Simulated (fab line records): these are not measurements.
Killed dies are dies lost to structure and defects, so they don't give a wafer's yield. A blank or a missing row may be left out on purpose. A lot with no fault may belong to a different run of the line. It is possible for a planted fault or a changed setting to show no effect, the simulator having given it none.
Lot-split experiment    flow n5-finfet    14 wafers read across 7 lots, on a route 1938 steps long

== SPLIT DETAILS ==
At N5_BEOL_M2_SPUTTER_94 (material Cu, target thk 4.5 nm, time 8.29 s), the setting time-s was moved away from the recipe's 8.29 s on 7 of the 14 wafers read, by -9.8% to +10.6%. All remaining wafers had this setting at the recipe value.

Reading taken at the split's own step.

== THE READING ==
Cu_of_BEOL_M2_SPUTTER_94.thk-nm (the simulator's own value, which no gauge read), in nm, at N5_BEOL_M2_SPUTTER_94 (material Cu, target thk 4.5 nm, time 8.29 s). No usual value for it is given in the file. Here, 7 wafers ran the recipe; their average is 4.6 nm with a standard deviation of 0.13 nm.

wafer   tool, chamber at the split  time-s as run, s  against the recipe  Cu_of_BEOL_M2_SPUTTER_94.thk-nm, nm  against lot-mates on the recipe
L075.2  pvd-sputter-03, -           8.29              recipe              4.8                                  -
L075.5  pvd-sputter-03, -           8.29              recipe              4.6                                  -
L075.6  pvd-sputter-03, -           8.29              recipe              4.6                                  -
L076.4  pvd-sputter-02, -           8.29              recipe              4.6                                  -
L076.5  pvd-sputter-02, -           7.476             -9.8%               4.2                                  -0.4
L076.6  pvd-sputter-02, -           7.476             -9.8%               4.2                                  -0.4
L081.2  pvd-sputter-02, -           8.29              recipe              4.6                                  -
L081.3  pvd-sputter-02, -           7.551             -8.9%               4                                    -0.6
L082.1  pvd-sputter-02, -           7.828             -5.6%               4.4                                  no lot-mate on the recipe
L082.5  pvd-sputter-02, -           7.828             -5.6%               4.4                                  no lot-mate on the recipe
L083.5  pvd-sputter-02, -           9.171             +10.6%              4.8                                  no lot-mate on the recipe
L097.2  pvd-sputter-01, -           8.29              recipe              4.4                                  -
L097.5  pvd-sputter-01, -           9.052             +9.2%               5                                    +0.6
L096.3  pvd-sputter-03, -           8.29              recipe              4.4                                  -

THE FIT
A straight line over all 14 wafers: Cu_of_BEOL_M2_SPUTTER_94.thk-nm changes by +0.0382 nm for each +1% of time-s; r = +0.88; the points scatter about the line by 0.13 nm.
The same after taking each lot's own level away (the mean of its wafers on the recipe; 11 wafers): +0.0536 nm for each +1%; r = +0.96; scatter 0.094 nm.
The reading moves by 0.57 nm for the largest change in time-s, on that fit.
From 4.40 to 4.67 nm: that is the span of the lots' own levels, equal to 2.1 times the standard deviation above.
Thus the slope moves with the lot-to-lot level: the two fits are different.
Check: -0.548 nm against its lot-mates is what the line predicts for one of the wafers moved furthest among these (-9.8%) when that wafer is left out of the fit. It came out at -0.4 nm against them.

== FURTHER SPLITS ON THESE WAFERS ==
Note: prior to the reading, these wafers also went through further splits. Each is held against what the fit with the lots' levels taken away leaves over:
other split on the same wafers           wafers away from the commonest value  r with Cu_of_BEOL_M2_SPUTTER_94.thk-nm (lot level and that fit taken away)
N5_MOL_CONTACT_COAG_COAT_64 spin-rpm     4                                     +0.05
N5_BEOL_M0_SAQP_PECVD_03 time-s          3                                     +0.20
N5_BEOL_M0_SAQP_ETCH_106 target-depth-a  5                                     +0.11
N5_BEOL_M1_COAT_76 spin-rpm              4                                     -0.53
N5_BEOL_M1_EXPOSE_25 dose-mj             3                                     -0.53

== THE FILE'S OWN FIT ==
Cu_of_BEOL_M2_SPUTTER_94.thk-nm changes by +0.055 nm for each +1% of time-s, r = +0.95.
